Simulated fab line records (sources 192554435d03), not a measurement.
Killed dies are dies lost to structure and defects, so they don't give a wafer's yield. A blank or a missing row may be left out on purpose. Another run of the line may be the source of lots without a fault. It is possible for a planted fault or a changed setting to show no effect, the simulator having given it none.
Matching of chambers -- flow n5-finfet -- rie-diel-02 running N5_FIN_SAQP_ETCH_69: 3 sister chambers
The step etches SOC in N2/H2, stops on SiNx, target depth 150 nm. 6 wafers are shown with their chamber, then 6 later ones without.

## WAFERS WITH THEIR CHAMBER
wafer,chamber,showerhead-plenum-p-Torr (Torr),throttle-valve-pct (%)
L083.2,1,2.41,17.93
L084.1,1,2.41,17.94
L084.2,0,2.62,17.90
L088.2,0,2.61,17.91
L088.3,3,2.52,17.46
L088.6,3,2.52,17.43

## WAFERS WHOSE CHAMBER IS MISSING
wafer,showerhead-plenum-p-Torr (Torr),throttle-valve-pct (%)
L090.6,2.52,17.45
L092.3,2.52,17.46
L092.5,2.61,17.94
L093.1,2.73,17.46
L093.3,2.61,17.93
L093.4,2.52,17.47

## WHICH CHAMBER EACH WENT THROUGH
wafer,from the rows above,in truth
L090.6,3,3
L092.3,3,3
L092.5,0,0
L093.1,0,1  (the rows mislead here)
L093.3,0,0
L093.4,3,3
Placed correctly: 5 of 6. Left unplaced by these rows: 0. 1 placed wrongly.
How it was worked out, from the rows above alone: a wafer's distance from a chamber is the root of the sum, over the readings, of the square of ((its reading less the chamber's mean) divided by the reading's scatter). The wafer belongs to the nearest chamber; if the next one is less than 2 further off, it can't be placed. Each chamber's mean is taken over the wafers shown for it. The scatter: take each reading less its chamber's mean, square it, sum over the shown wafers, divide by the number of wafers less the number of chambers, and take the root.
